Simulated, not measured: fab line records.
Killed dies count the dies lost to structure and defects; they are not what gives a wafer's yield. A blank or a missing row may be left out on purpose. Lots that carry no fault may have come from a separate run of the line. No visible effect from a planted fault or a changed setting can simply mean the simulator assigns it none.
The tool behind it: which one?	flow n5-finfet	21 lots with 63 wafers sampled at 6 steps, on a route of 1938 steps

WHAT THE GAUGES READ, wafer by wafer
The record holds no reading of a measuring or inspecting step that can be judged against a usual standard deviation.

WHAT TOOL EACH LOT RAN ON (gives the tool, then ch and the chambers of the sampled wafers, and finally the start)
lot	N5_BEOL_M0_CUTY_ETCH_62	N5_BEOL_M0_CUTY_ETCH_63	N5_BEOL_M0_ETCH_109	N5_BEOL_M0_SURFACE_TREAT_137	N5_BEOL_M0_PRE_CLEAN_131	N5_BEOL_M1_ETCH_64
L074	rie-diel-01 ch 0,3, day 5 16:21	rie-diel-01 ch 0,3, day 5 16:23	rie-diel-01 ch 1,2,3, day 5 19:13	pvd-sputter-02, day 5 21:29	cvd-co-01 ch 0,2, day 5 23:02	rie-diel-03 ch 0,2,3, day 6 02:37
L075	rie-diel-04 ch 0,2,3, day 5 23:34	rie-diel-04 ch 0,2,3, day 5 23:37	rie-diel-02 ch 1,3, day 6 03:17	pvd-sputter-02, day 6 03:53	cvd-co-01 ch 0,2, day 6 06:23	rie-diel-06 ch 1,3, day 6 07:45
L077	rie-diel-02 ch 1,3, day 6 09:25	rie-diel-02 ch 1,3, day 6 09:27	rie-diel-02 ch 0,1,3, day 6 11:08	pvd-sputter-03, day 6 12:39	cvd-co-02 ch 0,2, day 6 14:22	rie-diel-03 ch 0,2, day 6 16:59
L078	rie-diel-02 ch 0,1,2, day 6 19:22	rie-diel-02 ch 0,1,2, day 6 19:25	rie-diel-01 ch 0,2,3, day 6 21:14	pvd-sputter-01, day 6 21:55	cvd-co-02 ch 1,2, day 7 00:59	rie-diel-06 ch 0,2,3, day 7 02:43
L080	rie-diel-02 ch 0,2,3, day 7 03:26	rie-diel-02 ch 0,2,3, day 7 03:29	rie-diel-02 ch 0,1,3, day 7 10:29	pvd-sputter-01, day 7 13:01	cvd-co-01 ch 0,1,2, day 7 14:31	rie-diel-03 ch 2,3, day 7 16:34
L081	rie-diel-01 ch 0,2, day 7 11:01	rie-diel-01 ch 0,2, day 7 11:04	rie-diel-01 ch 0,1,3, day 7 13:56	pvd-sputter-03, day 7 15:02	cvd-co-02 ch 1,2, day 7 16:40	rie-diel-06 ch 0,3, day 7 17:50
L082	rie-diel-04 ch 0,2,3, day 7 19:29	rie-diel-04 ch 0,2,3, day 7 19:32	rie-diel-04 ch 1,3, day 8 00:39	pvd-sputter-01, day 8 01:32	cvd-co-02 ch 1,2, day 8 03:08	rie-diel-06 ch 0,1,2, day 8 04:40
L083	rie-diel-02 ch 1,2, day 8 00:09	rie-diel-02 ch 1,2, day 8 00:11	rie-diel-04 ch 2,3, day 8 01:25	pvd-sputter-03, day 8 02:28	cvd-co-02 ch 0,1, day 8 04:00	rie-diel-06 ch 0,1,3, day 8 07:02
L084	rie-diel-01 ch 0,2,3, day 8 06:53	rie-diel-01 ch 0,2,3, day 8 06:56	rie-diel-02 ch 0,1, day 8 14:20	pvd-sputter-03, day 8 15:12	cvd-co-01 ch 1,2, day 8 18:13	rie-diel-05 ch 0,2,3, day 8 21:02
L085	rie-diel-02 ch 2,3, day 8 10:37	rie-diel-02 ch 2,3, day 8 10:40	rie-diel-04 ch 1,3, day 8 14:17	pvd-sputter-03, day 8 14:54	cvd-co-02 ch 0,1,2, day 8 16:28	rie-diel-06 ch 0,2,3, day 8 18:24
L086	rie-diel-02 ch 1,3, day 8 22:03	rie-diel-02 ch 1,3, day 8 22:05	rie-diel-01 ch 0,1, day 8 23:48	pvd-sputter-03, day 9 00:48	cvd-co-01 ch 0,2, day 9 05:55	rie-diel-06 ch 0,1, day 9 07:50
L087	rie-diel-04 ch 0,2, day 9 01:26	rie-diel-04 ch 0,2, day 9 01:29	rie-diel-02 ch 1,2,3, day 9 02:30	pvd-sputter-02, day 9 04:32	cvd-co-01 ch 0,2, day 9 06:21	rie-diel-06 ch 2,3, day 9 08:03
L088	rie-diel-04 ch 1,2, day 9 10:44	rie-diel-04 ch 1,2, day 9 10:48	rie-diel-01 ch 0,1, day 9 14:34	pvd-sputter-01, day 9 15:08	cvd-co-02 ch 0,1, day 9 16:39	rie-diel-06 ch 1,3, day 9 17:59
L089	rie-diel-04 ch 1,2,3, day 9 13:23	rie-diel-04 ch 1,2,3, day 9 13:26	rie-diel-04 ch 0,2,3, day 9 14:37	pvd-sputter-03, day 9 15:46	cvd-co-02 ch 0,1, day 9 17:08	rie-diel-06 ch 0,1,2, day 9 19:56
L090	rie-diel-01 ch 1,2, day 9 20:01	rie-diel-01 ch 1,2, day 9 20:04	rie-diel-02 ch 0,1,2, day 9 21:05	pvd-sputter-01, day 9 22:23	cvd-co-01 ch 0,2, day 9 23:57	rie-diel-05 ch 0,1,2, day 10 01:56
L091	rie-diel-04 ch 0,1,2, day 9 22:46	rie-diel-04 ch 0,1,2, day 9 22:49	rie-diel-02 ch 0,1,2, day 10 03:04	pvd-sputter-03, day 10 03:50	cvd-co-02 ch 0,2, day 10 05:32	rie-diel-03 ch 0,1,2, day 10 07:37
L092	rie-diel-04 ch 1,2,3, day 10 04:19	rie-diel-04 ch 1,2,3, day 10 04:22	rie-diel-04 ch 0,3, day 10 05:49	pvd-sputter-02, day 10 09:49	cvd-co-02 ch 0,1,2, day 10 11:31	rie-diel-03 ch 1,2,3, day 10 14:19
L094	rie-diel-02 ch 0,2,3, day 10 17:35	rie-diel-02 ch 0,2,3, day 10 17:38	rie-diel-01 ch 1,2,3, day 10 20:06	pvd-sputter-01, day 10 21:22	cvd-co-02 ch 0,1,2, day 11 00:44	rie-diel-05 ch 0,2,3, day 11 03:23
L095	rie-diel-01 ch 2,3, day 11 02:41	rie-diel-01 ch 2,3, day 11 02:44	rie-diel-02 ch 0,1, day 11 04:24	pvd-sputter-02, day 11 06:16	cvd-co-01 ch 0,2, day 11 07:58	rie-diel-06 ch 0,2,3, day 11 11:35
L096	rie-diel-02 ch 0,2, day 12 06:28	rie-diel-02 ch 0,2, day 12 06:31	rie-diel-01 ch 0,2,3, day 12 11:05	pvd-sputter-01, day 12 11:35	cvd-co-01 ch 0,2, day 12 13:17	rie-diel-03 ch 0,1,2, day 12 15:23
L097	rie-diel-01 ch 0,1, day 12 06:50	rie-diel-01 ch 0,1, day 12 06:53	rie-diel-01 ch 2,3, day 12 11:10	pvd-sputter-02, day 12 11:40	cvd-co-01 ch 0,1,2, day 12 13:31	rie-diel-06 ch 0,1,3, day 12 15:39
- N5_BEOL_M0_CUTY_ETCH_62: etches SiARC in CF4, time 58.5 s.
- N5_BEOL_M0_CUTY_ETCH_63: etches SOC in N2/H2, target depth 82.7 nm, overetch 16.5 nm, time 124 s.
- N5_BEOL_M0_ETCH_109: etches SiCN in CH3F/O2, target depth 8 nm, overetch 2.4 nm, time 27.4 s.
- N5_BEOL_M0_SURFACE_TREAT_137
- N5_BEOL_M0_PRE_CLEAN_131: time 15 s.
- N5_BEOL_M1_ETCH_64: etches SOC in N2/H2, target depth 75 nm, overetch 15 nm, time 112.5 s.

WHAT THE TOOLS THEMSELVES READ (means of the sampled wafers that have a number; where no wafer has one, the mark that the record gives instead)
N5_BEOL_M0_CUTY_ETCH_62. Usual: drypump-motor-current-A 5.6 A, standard deviation 0.45; etch-rf-on-time-s 58.4 s, standard deviation 2.1; oes-product-au 0.71 a.u., standard deviation 0.081; rf-vpp-V 184.2 V, standard deviation 1; showerhead-plenum-p-Torr 2.16 Torr, standard deviation 0.061; throttle-valve-pct 15.42 %, standard deviation 0.28.
lot	tool	drypump-motor-current-A (A)	etch-rf-on-time-s (s)	oes-product-au (a.u.)	rf-vpp-V (V)	showerhead-plenum-p-Torr (Torr)	throttle-valve-pct (%)	flag
L074	rie-diel-01	5.4	58.6	0.66	184.8	2.21	15.40	
L075	rie-diel-04	5.5	57.0	0.66	184.0	2.17	15.66	
L077	rie-diel-02	5.9	59.7	0.64	184.2	2.11	15.53	
L078	rie-diel-02	5.9	58.9	0.77	183.6	2.10	15.29	
L080	rie-diel-02	6.2	59.1	0.73	183.4	2.11	15.51	
L081	rie-diel-01	5.6	57.5	0.73	184.8	2.20	15.46	
L082	rie-diel-04	5.5	57.7	0.63	184.7	2.16	15.69	
L083	rie-diel-02	5.9	60.7	0.72	183.2	2.10	15.12	
L084	rie-diel-01	5.3	58.2	0.69	184.9	2.19	15.38	
L085	rie-diel-02	6.2	60.6	0.69	182.6	2.11	15.35	
L086	rie-diel-02	5.9	59.8	0.63	184.7	2.10	15.57	
L087	rie-diel-04	5.2	59.2	0.73	184.7	2.14	15.31	
L088	rie-diel-04	5.1	58.5	0.74	184.4	2.24	15.33	
L089	rie-diel-04	5.2	57.0	0.79	185.2	2.21	15.35	
L090	rie-diel-01	5.5	59.0	0.75	184.6	2.18	15.19	
L091	rie-diel-04	5.3	58.8	0.75	184.5	2.18	15.38	
L092	rie-diel-04	5.3	56.7	0.77	183.9	2.21	15.36	
L094	rie-diel-02	6.1	58.9	0.69	183.8	2.10	15.58	
L095	rie-diel-01	5.3	57.2	0.71	185.0	2.17	15.38	
L096	rie-diel-02	6.1	59.7	0.72	183.0	2.10	15.38	
L097	rie-diel-01	5.6	59.2	0.68	185.0	2.18	15.29	

N5_BEOL_M0_CUTY_ETCH_63. Usual: drypump-motor-current-A 5.6 A, standard deviation 0.45; h2-flow-sccm 200.0 sccm, standard deviation 0.63; oes-product-au 0.68 a.u., standard deviation 0.072; rf-vpp-V 524.4 V, standard deviation 2.1; showerhead-plenum-p-Torr 2.56 Torr, standard deviation 0.082; throttle-valve-pct 17.64 %, standard deviation 0.19.
lot	tool	drypump-motor-current-A (A)	h2-flow-sccm (sccm)	oes-product-au (a.u.)	rf-vpp-V (V)	showerhead-plenum-p-Torr (Torr)	throttle-valve-pct (%)	flag
L074	rie-diel-01	5.4	200.4	0.64	526.3	2.63	17.57	
L075	rie-diel-04	5.5	199.9	0.62	523.3	2.57	17.86	
L077	rie-diel-02	5.9	200.0	0.63	523.1	2.49	17.71	
L078	rie-diel-02	5.9	199.8	0.74	522.8	2.48	17.52	
L080	rie-diel-02	6.2	200.3	0.71	523.4	2.49	17.65	
L081	rie-diel-01	5.6	199.7	0.69	526.1	2.61	17.63	
L082	rie-diel-04	5.5	199.8	0.60	524.7	2.56	17.89	
L083	rie-diel-02	5.9	200.1	0.71	522.5	2.49	17.38	
L084	rie-diel-01	5.4	200.0	0.65	525.4	2.60	17.61	
L085	rie-diel-02	6.2	199.8	0.69	523.1	2.49	17.51	
L086	rie-diel-02	5.9	200.4	0.61	522.7	2.49	17.74	
L087	rie-diel-04	5.2	200.5	0.70	523.1	2.55	17.68	
L088	rie-diel-04	5.1	199.5	0.72	527.7	2.68	17.71	
L089	rie-diel-04	5.3	200.1	0.74	526.4	2.64	17.67	
L090	rie-diel-01	5.6	200.4	0.73	525.7	2.58	17.41	
L091	rie-diel-04	5.4	199.6	0.72	525.0	2.60	17.67	
L092	rie-diel-04	5.3	199.6	0.73	526.2	2.64	17.69	
L094	rie-diel-02	6.1	199.9	0.66	523.8	2.48	17.70	
L095	rie-diel-01	5.3	200.0	0.67	524.7	2.57	17.63	
L096	rie-diel-02	6.2	199.6	0.69	522.2	2.47	17.54	
L097	rie-diel-01	5.6	199.8	0.67	525.4	2.59	17.46	

N5_BEOL_M0_ETCH_109. Usual: drypump-motor-current-A 5.6 A, standard deviation 0.44; oes-product-au 0.71 a.u., standard deviation 0.076; rf-vpp-V 297.5 V, standard deviation 1.3; showerhead-plenum-p-Torr 2.02 Torr, standard deviation 0.062; throttle-valve-pct 16.14 %, standard deviation 0.29.
lot	tool	drypump-motor-current-A (A)	oes-product-au (a.u.)	rf-vpp-V (V)	showerhead-plenum-p-Torr (Torr)	throttle-valve-pct (%)	flag
L074	rie-diel-01	5.3	0.71	297.7	2.05	16.06	
L075	rie-diel-02	5.9	0.65	296.1	1.98	16.28	
L077	rie-diel-02	5.9	0.72	296.7	1.96	16.21	
L078	rie-diel-01	5.4	0.70	298.0	2.05	16.08	
L080	rie-diel-02	5.9	0.71	296.2	1.96	16.23	
L081	rie-diel-01	5.3	0.72	298.1	2.05	15.95	
L082	rie-diel-04	5.3	0.72	299.7	2.12	16.27	
L083	rie-diel-04	5.4	0.62	299.0	2.06	16.44	
L084	rie-diel-02	5.7	0.73	296.0	1.93	15.96	
L085	rie-diel-04	5.5	0.65	298.9	2.09	16.48	
L086	rie-diel-01	5.5	0.74	298.4	2.06	15.96	
L087	rie-diel-02	5.9	0.68	297.2	1.96	16.07	
L088	rie-diel-01	5.6	0.71	298.5	2.06	15.97	
L089	rie-diel-04	5.5	0.77	297.5	2.02	16.13	
L090	rie-diel-02	6.0	0.73	295.6	1.94	16.00	
L091	rie-diel-02	5.9	0.73	296.3	1.94	16.00	
L092	rie-diel-04	5.8	0.78	296.2	1.99	16.21	
L094	rie-diel-01	5.3	0.72	298.2	2.03	15.99	
L095	rie-diel-02	5.9	0.72	295.8	1.93	16.19	
L096	rie-diel-01	5.3	0.64	298.7	2.04	16.19	
L097	rie-diel-01	5.3	0.70	297.7	2.03	16.16	

N5_BEOL_M0_PRE_CLEAN_131. Usual: 100 W for heater-power-w, sd 27.
lot	tool	heater-power-w (W)	flag
L074	cvd-co-01	125	
L075	cvd-co-01	109	
L077	cvd-co-02	96	
L078	cvd-co-02	74	
L080	cvd-co-01	99	
L081	cvd-co-02	79	
L082	cvd-co-02	78	
L083	cvd-co-02	102	
L084	cvd-co-01	113	
L085	cvd-co-02	87	
L086	cvd-co-01	109	
L087	cvd-co-01	110	
L088	cvd-co-02	91	
L089	cvd-co-02	100	
L090	cvd-co-01	109	
L091	cvd-co-02	98	
L092	cvd-co-02	89	
L094	cvd-co-02	88	
L095	cvd-co-01	109	
L096	cvd-co-01	127	
L097	cvd-co-01	99	

N5_BEOL_M1_ETCH_64. Usual: drypump-motor-current-A 5.8 A, standard deviation 0.46; h2-flow-sccm 200.0 sccm, standard deviation 0.59; oes-product-au 0.571 a.u., standard deviation 0.029; rf-vpp-V 524.5 V, standard deviation 2.5; showerhead-plenum-p-Torr 2.57 Torr, standard deviation 0.09; throttle-valve-pct 17.94 %, standard deviation 0.27.
lot	tool	drypump-motor-current-A (A)	h2-flow-sccm (sccm)	oes-product-au (a.u.)	rf-vpp-V (V)	showerhead-plenum-p-Torr (Torr)	throttle-valve-pct (%)	flag
L074	rie-diel-03	5.8	199.8	0.589	525.6	2.63	18.19	
L075	rie-diel-06	5.4	200.1	0.582	522.5	2.48	17.67	
L077	rie-diel-03	5.8	200.2	0.594	525.6	2.63	18.03	
L078	rie-diel-06	5.9	200.0	0.592	521.7	2.50	17.77	
L080	rie-diel-03	5.7	200.4	0.598	524.7	2.60	18.24	
L081	rie-diel-06	5.5	199.7	0.573	525.3	2.56	17.74	
L082	rie-diel-06	6.0	200.5	0.577	523.9	2.57	17.74	
L083	rie-diel-06	5.5	199.6	0.564	523.6	2.55	17.69	
L084	rie-diel-05	5.9	199.3	0.575	526.3	2.60	17.84	
L085	rie-diel-06	5.9	200.6	0.584	522.9	2.49	17.81	
L086	rie-diel-06	5.7	200.3	0.556	526.4	2.62	17.71	
L087	rie-diel-06	6.2	200.1	0.597	519.6	2.43	17.85	
L088	rie-diel-06	5.4	200.0	0.566	522.4	2.47	17.71	
L089	rie-diel-06	6.0	199.6	0.572	524.1	2.56	17.76	
L090	rie-diel-05	5.6	200.0	0.573	526.1	2.64	17.88	
L091	rie-diel-03	6.0	200.1	0.566	524.8	2.62	18.14	
L092	rie-diel-03	6.0	200.0	0.554	525.2	2.61	18.29	
L094	rie-diel-05	5.9	199.9	0.565	525.3	2.59	17.85	
L095	rie-diel-06	5.9	200.3	0.572	522.5	2.49	17.83	
L096	rie-diel-03	6.0	200.3	0.559	525.8	2.61	18.16	
L097	rie-diel-06	5.5	200.3	0.547	522.9	2.54	17.75	

THE ANSWER, worked out from the rows above alone
Rule: a lot is off if the mean of its wafers that have a number lies more than 3 standard deviations from the usual mean. A lot without any number at a reading at which 4 lots or more have one is off too. All remaining lots with rows at the step are treated as sound. The gauges are gone through in route order, then the tools' own readings, and for those a lot's mean is taken as printed above. The first step at which some lot is off is used, and at that step the reading that is off furthest; a lot without a number counts as furthest.
Nothing can be told from this: no lot is off at any reading shown.

WHAT THE SIMULATOR HAD INSERTED
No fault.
